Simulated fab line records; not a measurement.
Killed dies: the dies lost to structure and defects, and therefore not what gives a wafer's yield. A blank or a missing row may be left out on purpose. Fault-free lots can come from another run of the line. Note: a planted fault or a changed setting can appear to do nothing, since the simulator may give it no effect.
Chamber matching ; flow nand_harc ; NHARC_A_STAIRCASE_ETCH_313 on rie_diel-12: 4 sister chambers
The step etches the open film in CF4/CHF3. 4 wafers are shown with their chamber, then 7 later ones without.

## EACH WAFER AND ITS CHAMBER
wafer;chamber;showerhead_plenum_p_Torr (Torr)
L086.2;0;1.49
L087.3;3;1.51
L088.3;2;1.49
L088.4;1;1.53

## WAFERS WHOSE CHAMBER IS MISSING
wafer;showerhead_plenum_p_Torr (Torr)
L088.6;1.49
L090.1;1.49
L090.4;1.49
L090.6;1.51
L097.3;1.48
L097.5;1.50
L097.6;1.48

## CHAMBER TAKEN BY EACH
wafer;from the rows above;in truth
L088.6;can't be placed: 0 or 2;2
L090.1;can't be placed: 0 or 2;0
L090.4;can't be placed: 0 or 2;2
L090.6;3;3
L097.3;can't be placed: 0 or 2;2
L097.5;can't be placed: 0 or 2 or 3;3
L097.6;can't be placed: 0 or 2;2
Placed correctly: 1 of 7. These rows do not allow placing 6 (true chamber among the candidates in 6). Wrongly placed: 0.
How it was worked out, from the rows above alone: a wafer's distance from a chamber is the root of the sum, over the readings, of the square of ((its reading less the chamber's mean) divided by the reading's scatter). The wafer belongs to the nearest chamber; if the next one is less than 2 further off, it can't be placed. Each chamber's mean is taken over the wafers shown for it. The scatter (one wafer shown for each chamber): square how far every hidden wafer sits from the nearest shown wafer, average those squares and take the square root.
